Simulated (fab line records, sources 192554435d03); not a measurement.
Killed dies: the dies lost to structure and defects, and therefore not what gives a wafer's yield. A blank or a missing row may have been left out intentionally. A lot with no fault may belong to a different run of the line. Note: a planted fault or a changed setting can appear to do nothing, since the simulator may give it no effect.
Chamber matching -- flow n5_finfet -- N5_BEOL_M4_ETCH_64 on rie_diel-02: 4 sister chambers
The step etches SOC in N2/H2, target depth 75 nm, overetch 22.5 nm, time 121.9 s. 8 wafers are shown with their chamber, then 10 later ones without.

WAFERS, EACH WITH ITS CHAMBER
wafer,chamber,drypump_motor_current_A (A),showerhead_plenum_p_Torr (Torr)
L082.1,1,5.5,2.52
L086.2,2,5.3,2.63
L086.4,0,6.3,2.53
L089.1,3,5.7,2.45
L089.3,0,6.3,2.53
L089.5,2,5.2,2.63
L090.1,3,5.7,2.45
L090.2,1,5.5,2.51

WAFERS WITHOUT THEIR CHAMBER
wafer,drypump_motor_current_A (A),showerhead_plenum_p_Torr (Torr)
L090.4,6.4,2.53
L092.3,5.5,2.51
L092.4,6.3,2.53
L092.5,5.2,2.62
L096.3,5.5,2.51
L096.5,6.3,2.53
L096.6,5.7,2.45
L097.1,5.7,2.45
L097.3,6.3,2.52
L097.5,5.7,2.45

WHICH CHAMBER EACH ONE RAN IN
wafer,from the rows above,in truth
L090.4,0,0
L092.3,1,1
L092.4,0,0
L092.5,2,2
L096.3,1,1
L096.5,0,0
L096.6,3,3
L097.1,3,3
L097.3,0,0
L097.5,3,3
Correctly placed: 10 of 10. Number that these rows cannot place: 0. 0 placed wrongly.
How it was worked out, from the rows above alone: a wafer's distance from a chamber is the root of the sum, over the readings, of the square of ((its reading less the chamber's mean) divided by the reading's scatter). If the next closest chamber is less than 2 further off than the closest, the wafer can't be placed; otherwise it belongs to the closest. For every chamber, the mean is computed from those of its wafers that are shown. The scatter is the square root of a quotient: the sum, over the shown wafers, of each reading's squared deviation from its chamber's mean, divided by wafers minus chambers.
